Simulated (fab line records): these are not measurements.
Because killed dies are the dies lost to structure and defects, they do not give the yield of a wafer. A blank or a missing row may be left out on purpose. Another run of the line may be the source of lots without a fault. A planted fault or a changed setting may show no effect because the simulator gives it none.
The tool behind it: which one?	flow nand-harc	12 lots with 36 wafers sampled at 3 steps, on a route of 1159 steps

== WHAT THE GAUGES SHOWED, per wafer ==
NHARC_A_BLC_OVL_MEAS_11.
lot	measured	on	overlay-x-nm (nm)
L077	day 18 07:58	overlay-01	0.1 0.1 -0.1
L075	day 18 12:40	overlay-02	0.0 -0.1 0.6
L078	day 19 06:52	overlay-01	0.4 -0.5 0.0
L080	day 19 22:14	overlay-01	-0.4 0.6 0.4
L084	day 20 06:37	overlay-01	1.0 0.7 0.6
L085	day 20 09:41	overlay-02	0.2 0.1 0.1
L089	day 20 13:40	overlay-02	0.9 0.8 0.9
L086	day 21 15:51	overlay-01	0.0 0.7 0.0
L088	day 21 16:35	overlay-02	0.0 -0.6 0.0
L093	day 22 02:19	overlay-02	0.5 1.4 0.8
L094	day 22 17:54	overlay-02	0.1 -0.2 0.3
L097	day 23 00:58	overlay-02	-0.5 -0.9 -1.2

== EACH LOT AND THE TOOL THAT RAN IT (in order: tool; ch and the chambers of the sampled wafers; start) ==
lot	NHARC_A_CONTACT_ETCH_133	NHARC_A_CONTACT_ETCH_92
L077	har-cap-etch-03 ch 0,1, day 17 13:31	rie-diel-06 ch 0,2,3, day 17 19:50
L075	har-cap-etch-02 ch 0,1, day 17 19:23	rie-diel-02 ch 0,1, day 18 03:35
L078	har-cap-etch-01 ch 0,1, day 18 13:47	rie-diel-06 ch 1,2,3, day 18 19:59
L080	har-cap-etch-01 ch 0,1, day 19 06:33	rie-diel-07 ch 0,3, day 19 13:22
L084	har-cap-etch-03 ch 0,1, day 19 16:17	rie-diel-06 ch 0,1,2, day 20 00:36
L085	har-cap-etch-01 ch 0,1, day 19 22:00	rie-diel-07 ch 0,3, day 20 04:52
L089	har-cap-etch-02 ch 0,1, day 20 02:52	rie-diel-07 ch 0,3, day 20 09:13
L086	har-cap-etch-02 ch 0,1, day 20 08:49	rie-diel-07 ch 0,1, day 20 22:07
L088	har-cap-etch-01 ch 0,1, day 20 14:02	rie-diel-07 ch 0,1, day 21 00:37
L093	har-cap-etch-03 ch 0,1, day 21 13:17	rie-diel-07 ch 0,2,3, day 21 20:49
L094	har-cap-etch-03 ch 0,1, day 22 06:20	rie-diel-02 ch 0,2,3, day 22 12:45
L097	har-cap-etch-03 ch 0,1, day 22 15:37	rie-diel-07 ch 0,1,2, day 22 21:52
- NHARC_A_CONTACT_ETCH_133: etches the open film in C4F8/O2/Ar, time 195 s, target depth 840 nm.
- NHARC_A_CONTACT_ETCH_92: etches the open film in CH3F/O2, target depth 40 nm, time 85.7 s.

== THE ANSWER, worked out from the rows above alone ==
Rule: the lots themselves supply what counts as usual. The widest of any qualifying gaps counts: lots, ordered by their means at a reading, are off when they make up no more than a third of the lots, leave a main group of 4 or more, and stand apart from it by 3 or more times the standard deviation of that group's means. A main group whose means are all the same, to the digits that the tables above print for the reading, isn't used. Also off: a lot with no number at a reading for which 4 or more lots have one. Where the step has rows for the other lots, those lots are counted as sound.
No lot is off on any of the readings shown, so nothing can be concluded from this.

== WHAT THE SIMULATOR HAD PUT IN ==
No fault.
